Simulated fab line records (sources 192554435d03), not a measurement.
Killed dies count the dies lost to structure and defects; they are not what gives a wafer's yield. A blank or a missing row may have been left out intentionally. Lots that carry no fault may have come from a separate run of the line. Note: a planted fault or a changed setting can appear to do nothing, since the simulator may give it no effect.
A lot that was struck, set against a sound lot + flow n5_finfet + 14 steps out of a route of 1938
Sound: wafers L275.1, L275.2, L275.6. Wafers L293.1, L293.5, L293.6 were the ones struck. Last of all comes the cause.
At each step with rows: each side's tool, then ch and its chambers, then its first start. Under that, the readings that differ: sound wafers + struck wafers + difference of the means + sigmas: that difference in standard deviations of wafers without a fault.
alike: same words and numbers on both sides, and readings whose means sit less than 2 such deviations apart. not compared: any withheld reading, any reading some wafer has no value for, any bound like >300 that may hide the same value, and any number with overlapping values for which the record gives no deviation.
The two part at a step that has a row with sigmas, a row that says differs or no value, or rows on one side only. When numbers do not overlap yet have no deviation, they are printed without sigmas and do not part them. A reading that every wafer of one side lacks parts them only if that side has two wafers or more.

first, 6 steps without rows for these wafers: N5_BEOL_M15_EBR_06; N5_BEOL_M15_SOFTBAKE_05 (time 60 s); N5_BEOL_M15_EXPOSE_07 (exposes mask V14); N5_BEOL_M15_PEB_08 (peb time 90 s); N5_BEOL_M15_DEVELOP_09 (develop time 45 s); N5_BEOL_M15_HARDBAKE_14 (time 120 s).
N5_BEOL_M15_CD_MEAS_10: target cd 360 nm.
  sound on cd_sem-03 ch 0, day 13 02:30; struck on cd_sem-01 ch 0, day 16 23:07
  alike: cd_nm
N5_BEOL_M15_OVL_MEAS_11:
  sound on overlay-01 ch 0, day 13 02:32; struck on overlay-01 ch 0, day 16 23:09
  alike: V14_OVL
N5_BEOL_M15_INSPECT_12: inspects for defects (macro).
  sound on defect_inspect-01 at day 13 02:34; struck on defect_inspect-02 at day 16 23:11
  alike: raw_defect_count
N5_BEOL_M15_DESCUM_15: chemistry O2, time 7.9 s.
  sound on rie_diel-03 ch 1,2, day 13 02:35; struck on rie_diel-03 ch 1,2,3, day 16 23:33
  alike: drypump_motor_current_A, oes_product_au, rf_vpp_V, showerhead_plenum_p_Torr, temp_c, throttle_valve_pct
  not compared: rf_hours_counter_h
N5_BEOL_M15_ETCH_59: etches BARC in N2/H2, target depth 89 nm, overetch 26.7 nm, time 67.9 s.
  sound on rie_diel-03 ch 1,2, day 13 02:38; struck on rie_diel-03 ch 1,2,3, day 16 23:35
  alike: drypump_motor_current_A, n2_flow_sccm, oes_product_au, rf_vpp_V, showerhead_plenum_p_Torr, throttle_valve_pct
  not compared: rf_hours_counter_h
N5_BEOL_M15_VIA_ETCH_16: etches SiO2 in C4F8/O2/Ar, target depth 1792.2 nm.
  sound on rie_diel-03 ch 1,2, day 13 02:41; struck on rie_diel-03 ch 1,2,3, day 16 23:38
  alike: drypump_motor_current_A, oes_f_703_au, oes_product_au, rf_vpp_V, showerhead_plenum_p_Torr, throttle_valve_pct
N5_BEOL_M15_STRIP_63: strips in O2.
  sound on rie_diel-03 ch 1,2, day 13 02:00; struck on rie_diel-03 ch 1,2,3, day 16 23:00
| reading                        | sound             | struck            | difference | sigmas      |
|--------------------------------|-------------------|-------------------|------------|-------------|
| chamber_pressure_mTorr (mTorr) | 30.02 29.97 29.92 | 21.05 21.06 20.96 | -8.95      | -99 or more |
  alike: drypump_motor_current_A, oes_product_au, rf_vpp_V, showerhead_plenum_p_Torr, temp_c, throttle_valve_pct
  not compared: rf_hours_counter_h
N5_BEOL_M15_STRIP_64: strips in O2.
  sound on rie_diel-03 ch 1,2; struck on rie_diel-03 ch 1,2,3
  alike: chamber_pressure_mTorr, drypump_motor_current_A, oes_product_au, rf_vpp_V, showerhead_plenum_p_Torr, temp_c, throttle_valve_pct
  not compared: rf_hours_counter_h

WHERE THEY PART
N5_BEOL_M15_STRIP_63 only, going by this record. Later steps at which nothing parts them and some readings are alike: N5_BEOL_M15_STRIP_64.

WHY: what had been put in by the simulator
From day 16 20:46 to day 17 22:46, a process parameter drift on rie_diel-03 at N5_BEOL_M15_STRIP_63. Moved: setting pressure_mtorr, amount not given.
